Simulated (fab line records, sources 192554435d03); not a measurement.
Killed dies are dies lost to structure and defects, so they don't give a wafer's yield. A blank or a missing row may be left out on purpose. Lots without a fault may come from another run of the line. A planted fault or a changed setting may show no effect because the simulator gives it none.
One fault seen from 2 desks | flow n5_finfet | each desk has only its own numbers; what lay behind them comes last

THE METROLOGY DESK
What the gauges read, lot by lot, whatever tool the lot ran on: means of the sampled wafers that have a number. A lot is out of limits, marked OUT, if its mean lies more than 4 standard deviations from the usual mean; the brackets give that distance.
Columns: A = M15_RS at N5_BEOL_M15_RS_MEAS_54, usual 0.0218 ohm/sq
lot  | first seen here | A
L989 | day 13 09:47    | 0.0219
L993 | day 14 11:52    | 0.0213
L996 | day 15 21:44    | 0.0219
L100 | day 16 03:26    | 0.0215
L102 | day 17 08:40    | 0.0222
L107 | day 17 19:44    | 0.0223
L106 | day 18 05:00    | 0.0225
L108 | day 18 15:14    | 0.0224
L109 | day 18 21:21    | 0.0215
L111 | day 19 04:00    | 0.0218
This desk's finding: nothing out of limits on any of the 10 lots.

THE TOOL OWNER'S DESK: rie_metal-03
The tool's own readings at N5_MIM_TOP_ETCH_ETCH_00 (etches TiN in Cl2/BCl3, target depth 38.5 nm): means of the sampled wafers that have a number, for each lot that ran on this tool. A lot is out of limits, marked OUT, if its mean lies more than 4 standard deviations from the usual mean; the brackets give that distance.
Columns: A = bcl3_flow_sccm at N5_MIM_TOP_ETCH_ETCH_00, usual 21.76 sccm; B = chamber_pressure_mTorr at N5_MIM_TOP_ETCH_ETCH_00, usual 10.000 mTorr; C = drypump_motor_current_A at N5_MIM_TOP_ETCH_ETCH_00, usual 5.5 A; D = mfc_cl2_sccm at N5_MIM_TOP_ETCH_ETCH_00, usual 53.25 sccm; E = oes_ar_750_au at N5_MIM_TOP_ETCH_ETCH_00, usual 0.79 a.u.; F = oes_product_au at N5_MIM_TOP_ETCH_ETCH_00, usual 0.80 a.u.; G = throttle_valve_pct at N5_MIM_TOP_ETCH_ETCH_00, usual 22.77 %
lot  | first seen here | A     | B      | C   | D                       | E    | F    | G
L993 | day 14 19:43    | 21.79 | 10.004 | 5.1 | 36.56 (-99 or more) OUT | 0.81 | 0.66 | 20.83 (-8.8) OUT
L996 | day 16 01:50    | 21.81 | 9.996  | 5.2 | 36.52 (-99 or more) OUT | 0.80 | 0.66 | 20.99 (-8.1) OUT
L106 | day 18 09:03    | 21.84 | 10.005 | 5.1 | 53.41                   | 0.97 | 0.97 | 22.42
This desk's finding: out of limits on L993, L996; first on L993, day 14 19:43 (mfc_cl2_sccm at N5_MIM_TOP_ETCH_ETCH_00). In limits: L106.

PUT TOGETHER
The tool owner's desk could have raised an alarm at day 14 19:43, on L993, L996.
The metrology desk saw nothing out of limits.
The metrology desk has L993, L996 on record, within its limits.
Of the lots named, all ran N5_MIM_TOP_ETCH_ETCH_00 on rie_metal-03.

WHAT THE SIMULATOR HAD PUT IN
Process parameter drift: rie_metal-03, from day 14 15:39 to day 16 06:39, at N5_MIM_TOP_ETCH_ETCH_00. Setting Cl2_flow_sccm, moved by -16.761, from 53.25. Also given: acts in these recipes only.
Lots struck among those shown: L993, L996.
Hours from the fault's start to each desk's first reading out of limits: the tool owner's desk, 4.
